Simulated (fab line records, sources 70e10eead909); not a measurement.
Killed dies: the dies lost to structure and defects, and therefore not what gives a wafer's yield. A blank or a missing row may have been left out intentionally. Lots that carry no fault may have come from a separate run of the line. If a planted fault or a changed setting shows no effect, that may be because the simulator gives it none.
A lot that was struck, set against a sound lot | flow nandHarc | 41 steps out of a route of 1159
Sound: wafers L525.1, L525.4, L525.6. Struck: wafers L538.3, L538.5 (left out: L538.2, a lot-mate that was not struck); the cause follows at the end.
At each step with rows: each side's tool, then ch and its chambers, then its first start. Under that, the readings that differ: sound wafers | struck wafers | difference of the means | sigmas: that difference in standard deviations of wafers without a fault.
alike: same words and numbers on both sides, and readings whose means sit less than 2 such deviations apart. not compared: any withheld reading, any reading some wafer has no value for, any bound like >300 that may hide the same value, and any number with overlapping values for which the record gives no deviation.
Wherever a step has rows on one side only, a row that says differs or no value, or a row with sigmas, the two part there. Numbers that don't overlap but have no deviation are shown without sigmas and don't part them. A reading missing from all wafers of one side parts the sides only when that side holds two or more wafers.

NHARC_P_M1_OVL_MEAS_10: pitch 260 nm.
  sound on overlay-02, day 6 23:28; struck on overlay-01, day 10 05:47
reading         | sound       | struck    | difference | sigmas
overlayYNm (nm) | 0.3 0.3 0.7 | -1.9 -1.6 | -2.2       | -2
  alike: overlayXNm
NHARC_P_M1_INSPECT_11:
  sound on defectInspect-01, day 6 23:30; struck on defectInspect-01, day 10 05:50
  alike: rawDefectCount
then, 3 steps without rows for these wafers: NHARC_P_M1_DESCUM_14 (chemistry O2, time 3 s); NHARC_P_M1_ETCH_35 (etches the open film in N2/H2, target depth 40 nm, overetch 12 nm, time 43.94 s); NHARC_P_M1_ETCH_15 (etches the open film in C4F8/Ar, target depth 182.5 nm, time 91.2 s).
NHARC_P_M1_CD_MEAS_16:
  sound on cdSem-03, day 6 23:52; struck on cdSem-03, day 10 06:12
  alike: cdNm
NHARC_P_M1_STRIP_18: strips in N2/H2.
  sound on rieDiel-10 ch 0,2,3, day 6 23:57; struck on rieDiel-10 ch 0,1, day 10 06:17
  alike: drypumpMotorCurrentA, mfcArSccm, oesProductAu, powerW, rfVppV, showerheadPlenumPTorr, throttleValvePct
  not compared: rfHoursCounterH
then, 5 steps without rows for these wafers: NHARC_P_M1_ETCH_28 (etches the open film in CF4/N2, target depth 30 nm, time 72.99 s); NHARC_P_M1_STRIP_19 (strips in post etch residue remover, time 600 s); NHARC_P_M1_DEGAS_29 (time 60 s); NHARC_P_M1_PRE_CLEAN_30 (time 30 s); NHARC_P_M1_PVD_20 (deposits TaN, target thk 5 nm, time 8.06 s).
NHARC_P_M1_PVD_21: deposits Cu, target thk 30 nm, time 20.49 s.
  sound on pvdSputter-01, day 7 00:58; struck on pvdSputter-01, day 10 07:08
  alike: throttleValvePct
then, 1 step without rows for these wafers: NHARC_P_M1_ECD_22 (material Cu, target thk 400 nm).
NHARC_P_M1_ANNEAL_31: time 90 s.
  sound on rtpAnneal-02 ch 0, day 7 01:41; struck on rtpAnneal-02 ch 0, day 10 07:56
  alike: wafer_temp_C_max
NHARC_P_M1_CMP_23: polishes, t overpolish 20 s, target thk 157.82 nm.
  sound on cmp-01 ch 0,1,2, day 7 02:04; struck on cmp-03 ch 2,3, day 10 08:13
  alike: motorCurrentA, slurryFlowMlMin, timeToEndpointS
following that, these wafers have no rows for 1 step: NHARC_P_M1_SRD_25.
NHARC_P_M1_INSPECT_27:
  sound on defectInspect-02, day 7 02:30; struck on defectInspect-02, day 10 08:41
  alike: rawDefectCount
then, 1 step without rows for these wafers: NHARC_P_M1_PRE_CLEAN_32 (time 12 s).
NHARC_P_M1_DEP_33: deposits SiCN, target thk 30 nm.
  sound on pecvd-04 ch 1,2, day 7 02:38; struck on pecvd-04 ch 1,2, day 10 08:50
  alike: heaterPowerW
then, 10 steps without rows for these wafers: NHARC_P_M2_DEP_00 (deposits SiOC, target thk 182.5 nm); NHARC_P_M2_DEHYDRATE_01 (time 120 s); NHARC_P_M2_HMDS_02 (time 30 s); NHARC_P_M2_COAT_34 (time 65 s); NHARC_P_M2_COAT_03 (resist thk 90 nm); NHARC_P_M2_SOFTBAKE_04 (time 55 s); NHARC_P_M2_EBR_05; NHARC_P_M2_EXPOSE_06 (exposes mask P M2, target cd 170 nm); NHARC_P_M2_PEB_07 (peb time 65 s); NHARC_P_M2_DEVELOP_08 (develop time 35 s).
NHARC_P_M2_CD_MEAS_09: target cd 170 nm.
  the record has rows for the sound wafers here (cdSem-01 ch 0, day 7 03:53) and none for the struck ones
NHARC_P_M2_OVL_MEAS_10: pitch 340 nm.
  the record holds rows for the sound wafers here (overlay-01, day 7 03:59) but none for the struck ones
NHARC_P_M2_INSPECT_11:
  the record holds rows for the sound wafers here (defectInspect-01, day 7 04:01) but none for the struck ones
then, 3 steps without rows for these wafers: NHARC_P_M2_DESCUM_14 (chemistry O2, time 3 s); NHARC_P_M2_ETCH_35 (etches the open film in N2/H2, target depth 40 nm, overetch 12 nm, time 43.94 s); NHARC_P_M2_ETCH_15 (etches the open film in C4F8/Ar, target depth 182.5 nm, time 91.2 s).
NHARC_P_M2_CD_MEAS_16:
  the record holds rows for the sound wafers here (cdSem-03, day 7 04:23) but none for the struck ones
then, 1 step without rows for these wafers: NHARC_P_M2_STRIP_18 (strips in N2/H2).
NHARC_P_M2_ETCH_28: etches the open film in CF4/N2, target depth 30 nm, time 72.99 s.
  the record has rows for the sound wafers here (rieDiel-01 ch 0,3) and none for the struck ones
then, 1 step without rows for these wafers: NHARC_P_M2_STRIP_19 (strips in post etch residue remover, time 600 s).
-- the record jumps here: 14 days lie between the struck wafers' starts before and after (it left off in module P_M2 and takes up again in module END, whose first step shown is number 1159 of the route) --
NHARC_END_SORT_01:
  sound on prober-02 ch 0, day 20 04:16; struck on prober-01 ch 0, day 23 21:56
reading                | sound          | struck    | difference | sigmas
defectLimitedYield (%) | 94.4 94.4 93.2 | 0 0       | -94        | -63
killedAtPeriphery      | 5 2 3          | 648 643   | +642       | +99 or more
killedDies             | 38 38 46       | 677 677   | +636       | +64
sort_bin_2_pct (%)     | 1.3 1.5 2.8    | 96.8 95.4 | +94.2      | +99 or more
sortNPass              | 639 639 631    | 0 0       | -636       | -64
sortRimYieldPct (%)    | 91 92 94       | 0 0       | -92        | -29
sortYieldPct (%)       | 94.4 94.4 93.2 | 0 0       | -94        | -63
  alike: killedAtArray, killedAtOther, killedOpen, killedShort, sort_bin_3_pct, sort_bin_4_pct

== WHERE THEY PART ==
First at NHARC_P_M1_OVL_MEAS_10; last, within this record, at NHARC_END_SORT_01.

WHY: the cause the simulator had injected
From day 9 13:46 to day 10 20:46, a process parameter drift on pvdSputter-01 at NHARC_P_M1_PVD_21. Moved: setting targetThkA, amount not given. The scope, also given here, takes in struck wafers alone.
